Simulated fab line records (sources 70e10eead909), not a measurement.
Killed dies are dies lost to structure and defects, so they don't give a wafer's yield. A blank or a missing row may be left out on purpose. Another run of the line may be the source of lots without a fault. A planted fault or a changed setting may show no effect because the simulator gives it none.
fab line records    flow nandHarc    part 2 of 2: steps 22 to 27 of 27
record lots=5  wafers=15  lastDay=32
route steps=1302 shown A_ONON_D2@566 A_CHANNEL_HOLE_D2@570
lots untouched by any fault: they come from a run of this same line in which no faults occurred
startH: hours from the record's first day to the start of the lot's first wafer shown    waitH: hours from the lot's prior step to this one    " the same as in the row above    L1.1+2: a row that stands for several wafers    - either no value or no given start    * or withheld: withheld    < > ~ a bound
route shown NAME@n: a module of which the file shows steps, and the number in the route of the first    usual: mean/standard deviation of fault-free wafers    same: alike in all rows    chamber/n: place in a boat    sites: each site's reading    _std_site: their standard deviation    _edge_site: mean of outer sites minus mean of inner sites    radiusMm: for every site, how far away it sits from the centre of the wafer    mask NAME#n: copy n    behind: the most recent tool/chamber to have shaped the wafer    hold: cause of the lot's hold/its duration in hours/its outcome    device: which transistor (n, p or np) failed to switch    end of line: at the end of the route, the tests of the same wafers    step lacking rows: just its recipe    killed: dies lost to structure and defects at the first sort, not the wafer's yield    map: per-die view of a wafer (x killed, . not killed, _ where there is no die)
set.NAME: setting as actually run; set.NAME@STEP: the setting as run at that earlier step    model.NAME: the simulator's own value behind a step, which no gauge read
a table for each step, a row for each wafer; lots at some steps of the route
services: from which hour (startH, from the record's first day; less than 0 if before it) a tool's chamber was out of use, for how many hours, and why
## steps
# step NHARC_A_CHANNEL_HOLE_D2_ETCH_34
# recipe targetDepthA=1540  timeS=77  cf4FlowSccm=100  chf3FlowSccm=30  arFlowSccm=0  rfW=500  biasW=200  chemistry=CF4/CHF3
# usual drypumpMotorCurrentA=5.7/0.34  oesProductAu=0.960/0.021  rfVppV=370.2/2.4  showerheadPlenumPTorr=1.56/0.068  throttleValvePct=16.802/0.0093
lot.wafer  tool        chamber  startH  waitH  drypumpMotorCurrentA  oesProductAu  rfHoursCounterH  rfVppV  showerheadPlenumPTorr  throttleValvePct
L077.3     rieDiel-05  3        -       -      5.3                   0.920         5.3              367.1   1.48                   16.806
L077.4     "           0        "       "      5.8                   0.915         5.0              374.6   1.65                   16.808
L077.6     "           3        "       "      5.4                   0.915         -                367.9   1.48                   16.790
L079.2     rieDiel-10  1        -       -      6.2                   0.924         4.9              369.9   1.55                   16.814
L079.1     "           0        "       "      5.9                   0.935         5.5              373.0   1.63                   16.802
L079.6     "           2        "       "      6.0                   0.936         -                366.6   1.49                   16.800
L080.4     rieDiel-03  0        -       -      6.0                   0.957         5.8              370.1   1.59                   16.817
L080.1     "           2        "       "      5.8                   0.933         5.6              373.8   1.66                   16.793
L080.6     "           3        "       "      5.2                   0.926         -                370.5   1.57                   16.813
L092.6     rieDiel-05  3        -       -      5.3                   0.937         -                367.7   1.48                   16.791
L092.4     "           0        "       "      5.8                   0.959         -                373.8   1.65                   16.816
L092.5     "           1        "       "      5.0                   0.952         -                374.2   1.67                   16.800
L095.3     rieDiel-03  3        -       -      5.1                   0.979         1.2              371.0   1.57                   16.808
L095.2     "           0        "       "      6.0                   0.976         1.2              371.3   1.59                   16.806
L095.6     "           0        "       "      6.0                   0.982         -                371.7   1.59                   16.795
# step NHARC_A_CHANNEL_HOLE_D2_ETCH_16
# recipe targetDepthA=31000  overEtchFrac=0.3  timeS=806  ionEnergyEv=150  o2FlowSccm=400  cosFlowSccm=20  arFlowSccm=0  rfW=500  biasW=300  chemistry=O2/COS
# usual drypumpMotorCurrentA=5.7/0.34  oesProductAu=1.003/0.01  rfVppV=313.8/2.2  showerheadPlenumPTorr=3.10/0.14  throttleValvePct=28.330/0.0088
lot.wafer  tool        chamber  startH  waitH  drypumpMotorCurrentA  oesProductAu  rfHoursCounterH  rfVppV  showerheadPlenumPTorr  throttleValvePct
L077.4     rieDiel-05  2        -       -      5.5                   0.970         4.6              314.2   3.09                   28.323
L077.3     "           0        "       "      5.8                   0.988         5.1              316.4   3.28                   28.340
L077.6     "           2        "       "      5.5                   0.978         -                312.9   3.09                   28.336
L079.1     rieDiel-10  2        -       -      6.0                   1.006         4.7              312.7   2.96                   28.325
L079.2     "           3        "       "      5.7                   1.014         4.9              310.0   2.93                   28.338
L079.6     "           0        "       "      5.9                   1.022         -                315.9   3.24                   28.322
L080.4     rieDiel-03  0        -       -      6.0                   1.003         5.9              315.8   3.15                   28.331
L080.1     "           2        "       "      5.8                   1.000         5.7              316.1   3.30                   28.326
L080.6     "           0        "       "      6.0                   0.999         -                314.8   3.15                   28.342
L092.4     rieDiel-05  3        -       -      5.4                   0.998         -                311.1   2.93                   28.328
L092.6     "           0        "       "      5.8                   1.005         -                316.7   3.27                   28.333
L092.5     "           1        "       "      5.0                   1.003         -                316.4   3.31                   28.337
L095.3     rieDiel-03  2        -       -      5.8                   1.010         1.2              316.9   3.29                   28.333
L095.2     "           3        "       "      5.2                   0.996         1.4              313.3   3.12                   28.341
L095.6     "           1        "       "      5.4                   1.006         -                311.5   2.99                   28.332
# step NHARC_A_CHANNEL_HOLE_D2_CD_MEAS_18
# usual cdNm=99.8/2.1
lot.wafer  tool      chamber  startH  waitH  cdNm
L077.3     cdSem-01  -        312.88  -      95.7
L077.4     "         -        "       "      100.4
L077.6     "         -        "       "      100.0
L079.1     cdSem-01  -        350.30  -      101.6
L079.2     "         -        "       "      100.3
L079.6     "         -        "       "      100.4
L080.1     cdSem-01  -        369.06  -      95.8
L080.4     "         -        "       "      98.8
L080.6     "         -        "       "      98.3
L092.4     cdSem-02  -        470.44  -      99.9
L092.5     "         -        "       "      99.0
L092.6     "         -        "       "      98.1
L095.2     cdSem-03  -        509.30  -      97.7
L095.3     "         -        "       "      102.3
L095.6     "         -        "       "      100.7
# step NHARC_A_CHANNEL_HOLE_D2_ETCH_19
# recipe biasV=1200  sourceW=2500  pressureMtorr=15  timeS=34.5  arFlowSccm=375  c4f8FlowSccm=28.8  o2FlowSccm=96.2  tempC=-20  targetDepthA=*  chemistry=C4F8/O2/Ar
# usual biasV=1199/11  c4f8FlowSccm=28.80/0.088  drypumpMotorCurrentA=5.6/0.33  showerheadPlenumPTorr=3.72/0.14  throttleValvePct=37.037/0.009
lot.wafer  tool        chamber  startH  waitH  biasV  c4f8FlowSccm  drypumpMotorCurrentA  rfHoursCounterH  showerheadPlenumPTorr  throttleValvePct
L077.4     harEtch-02  0        313.60  0.7    1195   28.79         6.2                   -                3.73                   37.034
L077.3     "           1        "       "      1187   28.66         5.4                   -                3.48                   37.040
L077.6     "           0        "       "      1189   28.72         6.1                   -                3.73                   37.051
L079.2     harEtch-02  0        353.39  3.1    1203   28.83         6.1                   391              3.72                   37.064
L079.1     "           1        "       "      1195   28.88         5.4                   384              3.47                   37.030
L079.6     "           1        "       "      1198   28.60         5.4                   -                3.47                   37.037
L080.1     harEtch-02  1        372.62  3.6    1214   28.66         5.4                   395              3.46                   37.034
L080.4     "           0        "       "      1217   28.88         6.1                   -                3.71                   37.029
L080.6     "           0        "       "      1183   28.79         6.1                   -                3.71                   37.037
L092.4     harEtch-02  1        472.68  2.2    1205   28.83         5.4                   -                3.96                   37.027
L092.5     "           0        "       "      1195   28.71         6.2                   -                3.68                   37.030
L092.6     "           1        "       "      1180   28.81         5.4                   -                3.96                   37.044
L095.2     harEtch-02  1        511.71  2.4    1184   28.88         5.5                   69               3.94                   37.034
L095.3     "           1        "       "      1204   28.95         5.4                   -                3.94                   37.048
L095.6     "           1        "       "      1183   28.90         5.4                   -                3.94                   37.041
# step NHARC_A_CHANNEL_HOLE_D2_ETCH_20
# recipe biasV=3000  sourceW=withheld  pressureMtorr=20  timeS=361.9  arFlowSccm=375  c4f8FlowSccm=89.3  o2FlowSccm=35.7  tempC=-20  targetDepthA=16000  chemistry=C4F8/O2/Ar
# usual c4f8FlowSccm=89.34/0.25  drypumpMotorCurrentA=5.6/0.33  showerheadPlenumPTorr=3.67/0.14  throttleValvePct=32.154/0.0098
lot.wafer  tool        chamber  startH  waitH  c4f8FlowSccm  drypumpMotorCurrentA  rfHoursCounterH  showerheadPlenumPTorr  throttleValvePct
L077.4     harEtch-02  0        313.78  0.2    89.51         6.1                   -                3.68                   32.145
L077.3     "           1        "       "      89.25         5.5                   -                3.45                   32.154
L077.6     "           0        "       "      89.38         6.1                   -                3.68                   32.168
L079.2     harEtch-02  0        353.50  0.1    89.21         6.1                   391              3.67                   32.144
L079.1     "           1        "       "      89.63         5.4                   384              3.44                   32.154
L079.6     "           1        "       "      88.98         5.4                   -                3.44                   32.157
L080.1     harEtch-02  1        372.73  0.1    89.20         5.4                   395              3.43                   32.157
L080.4     "           0        "       "      89.55         6.1                   -                3.67                   32.153
L080.6     "           0        "       "      89.63         6.1                   -                3.67                   32.154
L092.4     harEtch-02  1        472.90  0.2    89.39         5.5                   -                3.90                   32.155
L092.5     "           0        "       "      89.20         6.1                   -                3.64                   32.155
L092.6     "           1        "       "      89.31         5.5                   -                3.90                   32.156
L095.2     harEtch-02  1        511.82  0.1    89.45         5.4                   69               3.89                   32.162
L095.3     "           1        "       "      89.39         5.4                   -                3.89                   32.153
L095.6     "           1        "       "      89.58         5.4                   -                3.89                   32.156
# step NHARC_A_CHANNEL_HOLE_D2_ETCH_21
# recipe biasV=3000  sourceW=withheld  pressureMtorr=20  timeS=514.3  arFlowSccm=375  c4f8FlowSccm=89.3  o2FlowSccm=35.7  tempC=-20  targetDepthA=16000  chemistry=C4F8/O2/Ar
# usual c4f8FlowSccm=89.2/0.32  drypumpMotorCurrentA=5.6/0.33  showerheadPlenumPTorr=3.67/0.14  throttleValvePct=32.156/0.0092
lot.wafer  tool        chamber  startH  waitH  c4f8FlowSccm  drypumpMotorCurrentA  rfHoursCounterH  showerheadPlenumPTorr  throttleValvePct
L077.4     harEtch-02  0        314.14  0.3    89.1          6.1                   -                3.68                   32.168
L077.3     "           1        "       "      88.9          5.4                   -                3.45                   32.152
L077.6     "           0        "       "      89.0          6.1                   -                3.68                   32.157
L079.2     harEtch-02  0        353.81  0.3    89.1          6.1                   392              3.67                   32.155
L079.1     "           1        "       "      89.6          5.4                   384              3.44                   32.138
L079.6     "           1        "       "      89.1          5.4                   -                3.44                   32.150
L080.1     harEtch-02  1        373.04  0.3    89.9          5.4                   396              3.43                   32.163
L080.4     "           0        "       "      89.0          6.1                   -                3.67                   32.156
L080.6     "           0        "       "      88.7          6.1                   -                3.67                   32.158
L092.4     harEtch-02  1        473.27  0.3    88.7          5.4                   -                3.90                   32.161
L092.5     "           0        "       "      88.9          6.2                   -                3.64                   32.157
L092.6     "           1        "       "      88.8          5.4                   -                3.90                   32.156
L095.2     harEtch-02  1        512.14  0.3    89.1          5.4                   70               3.89                   32.156
L095.3     "           1        "       "      89.2          5.4                   -                3.89                   32.166
L095.6     "           1        "       "      89.3          5.5                   -                3.89                   32.163
## services
tool           chamber  startH  hours  kind
rieDiel-05     1        294.45  1.3    repair
rieDiel-03     1        296.91  6.0    repair
rieDiel-05     -        324.68  1.1    repair
rieDiel-10     1        329.78  10.5   repair
lithoTrack-01  -        330.00  7.0    pm
pecvd-02       0        352.36  3.4    repair
lithoTrack-06  -        354.00  7.0    pm
rieDiel-10     1        354.49  4.6    repair
harEtch-02     -        377.00  17.0   pm
lithoTrack-04  -        378.00  7.0    pm
rieDiel-05     3        378.52  4.4    repair
rieDiel-05     1        380.89  10.7   repair
pecvd-04       -        390.25  0.8    repair
rieDiel-05     -        406.65  9.0    pm
pecvd-02       -        408.19  13.0   pm
rieDiel-10     -        419.50  9.0    pm
aclDep-02      -        428.32  13.0   pm
rieDiel-03     -        458.34  9.0    pm
rieDiel-05     2        461.71  9.9    repair
rieDiel-10     1        463.92  16.4   repair
rieDiel-03     1        473.97  5.0    repair
rieDiel-05     3        483.77  14.8   repair
rieDiel-05     0        488.72  33.8   repair
lithoTrack-01  -        505.00  7.0    pm
